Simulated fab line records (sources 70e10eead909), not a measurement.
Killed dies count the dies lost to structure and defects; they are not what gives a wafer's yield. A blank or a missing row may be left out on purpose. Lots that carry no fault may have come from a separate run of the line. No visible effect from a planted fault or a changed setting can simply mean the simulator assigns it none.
A struck lot beside a sound one | flow nandHarc | 15 steps out of a route of 1302
Sound: the wafers L198.1, L198.2, L198.6. Wafers L199.1, L199.2, L199.6 were the ones struck. The cause comes at the end.
For every step that has rows: the tool of each side, followed by ch and its chambers, followed by its first start. Under that, the readings that differ: sound wafers | struck wafers | difference of the means | sigmas: that difference in standard deviations of wafers without a fault.
alike: readings with means less than 2 such deviations apart, plus words and numbers identical on both sides. not compared: withheld readings, readings lacking a value on some wafer, bounds such as >300 that could conceal the same value, and numbers that have no deviation in the record and whose values overlap.
Wherever a step has rows on one side only, a row that says differs or no value, or a row with sigmas, the two part there. Numbers that don't overlap but have no deviation are shown without sigmas and don't part them. A reading that every wafer of one side lacks parts them only if that side has two wafers or more.

first, 1 step without rows for these wafers: NHARC_A_SGD_CUT_ETCH_26 (etches SiO2 in dHF, target depth 45.8 nm).
NHARC_A_SGD_CUT_ETCHBACK_24: etches the open film in CH3F/O2, target depth 50 nm, time 92.857 s.
  sound on rieDiel-07 ch 0,1,3, day 26 04:52; struck on rieDiel-10 ch 1,2,3, day 26 19:02
  alike: drypumpMotorCurrentA, oesProductAu, rfVppV, showerheadPlenumPTorr, throttleValvePct
  not compared: rfHoursCounterH
NHARC_A_SGD_CUT_STRIP_28: strips in O2, time 20 s.
  sound: rieDiel-07 ch 2,3; struck: rieDiel-10 ch 1,2
reading             | sound             | struck            | difference | sigmas
oesProductAu (a.u.) | 0.979 1.006 0.974 | 1.026 1.017 1.031 | +0.038     | +3
  alike: drypumpMotorCurrentA, rfVppV, showerheadPlenumPTorr, throttleValvePct
  not compared: rfHoursCounterH
NHARC_A_SGD_CUT_INSPECT_25:
  sound: defectInspect-02 at day 26 05:07; struck: defectInspect-02 at day 26 19:16
  alike: rawDefectCount
NHARC_A_SLIT_DEP_25: deposits SiO2, target thk 200 nm.
  sound on pecvd-04 ch 0,1, day 26 05:11; struck on pecvd-04 ch 0,1,2, day 26 19:20
  alike: heaterPowerW, throttleValvePct
NHARC_A_SLIT_DEP_00: deposits aC, target thk 6200 nm.
  sound on aclDep-01 ch 0, day 26 09:47; struck on aclDep-02 ch 0, day 26 21:32
  alike: throttleValvePct
NHARC_A_SLIT_DEP_23: deposits SiON, target thk 100 nm.
  sound on pecvd-04 ch 0,2, day 26 13:35; struck on pecvd-01 ch 0,2, day 27 01:23
  alike: heaterPowerW
then, 5 steps without rows for these wafers: NHARC_A_SLIT_DEHYDRATE_01 (time 120 s); NHARC_A_SLIT_HMDS_02 (time 30 s); NHARC_A_SLIT_COAT_03 (resist thk 90 nm); NHARC_A_SLIT_SOFTBAKE_04 (time 55 s); NHARC_A_SLIT_EBR_05.
NHARC_A_SLIT_EXPOSE_06: exposes mask SLIT.
  sound on arfiScanner-01 ch 0, day 26 14:10; struck on arfiScanner-03 ch 0, day 27 01:47
reading           | sound             | struck            | difference | sigmas
exposureDoseMJCm2 | 60.80 60.73 60.88 | 60.33 60.28 60.29 | -0.50      | -8
  alike: mask
then, 1 step without rows for these wafers: NHARC_A_SLIT_PEB_07 (peb time 65 s).
NHARC_END_SORT_01:
  the record has rows for the sound wafers here (prober-02 ch 0, day 31 07:15) and none for the struck ones

== WHERE THEY PART ==
First at NHARC_A_SGD_CUT_STRIP_28; last, within this record, at NHARC_END_SORT_01.

WHY: what had been put in by the simulator
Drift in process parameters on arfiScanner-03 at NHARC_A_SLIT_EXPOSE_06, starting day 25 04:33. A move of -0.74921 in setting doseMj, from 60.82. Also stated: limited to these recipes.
